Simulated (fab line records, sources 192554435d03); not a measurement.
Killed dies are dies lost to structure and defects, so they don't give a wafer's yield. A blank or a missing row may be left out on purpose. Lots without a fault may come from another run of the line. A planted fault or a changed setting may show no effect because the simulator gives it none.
Chamber matching | flow n5_finfet | N5_BEOL_M5_CURE_79 on uv_cure-01: 3 sister chambers
The step cures SiCOH lowk, time 240 s. 3 wafers are shown with their chamber, then 8 later ones without.

WAFERS WITH THEIR CHAMBER
wafer  | chamber | wafer_temp_C_max
L086.6 | 1       | 387.8
L090.6 | 0       | 386.5
L092.1 | 2       | 386.0

WAFERS WITHOUT THEIR CHAMBER
wafer  | wafer_temp_C_max
L092.2 | 386.2
L092.3 | 385.8
L096.2 | 387.6
L096.4 | 388.1
L096.5 | 388.2
L097.3 | 386.4
L097.4 | 385.9
L097.5 | 386.0

WHICH CHAMBER EACH WENT THROUGH
wafer  | from the rows above     | in truth
L092.2 | can't be placed: 2 or 0 | 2
L092.3 | 2                       | 2
L096.2 | 1                       | 1
L096.4 | 1                       | 1
L096.5 | 1                       | 1
L097.3 | can't be placed: 0 or 2 | 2
L097.4 | 2                       | 2
L097.5 | 2                       | 2
Placed correctly: 6 of 8. Can't be placed from these rows: 2 (the true chamber is among the candidates in 2). Placed wrongly: 0.
How it was worked out, from the rows above alone: a wafer's distance from a chamber is the root of the sum, over the readings, of the square of ((its reading less the chamber's mean) divided by the reading's scatter). The wafer belongs to the nearest chamber; if the next one is less than 2 further off, it can't be placed. A chamber's mean is the mean of its shown wafers. The scatter: with one shown wafer a chamber, the root of the mean of the squares of how far each hidden wafer lies from its nearest shown one.
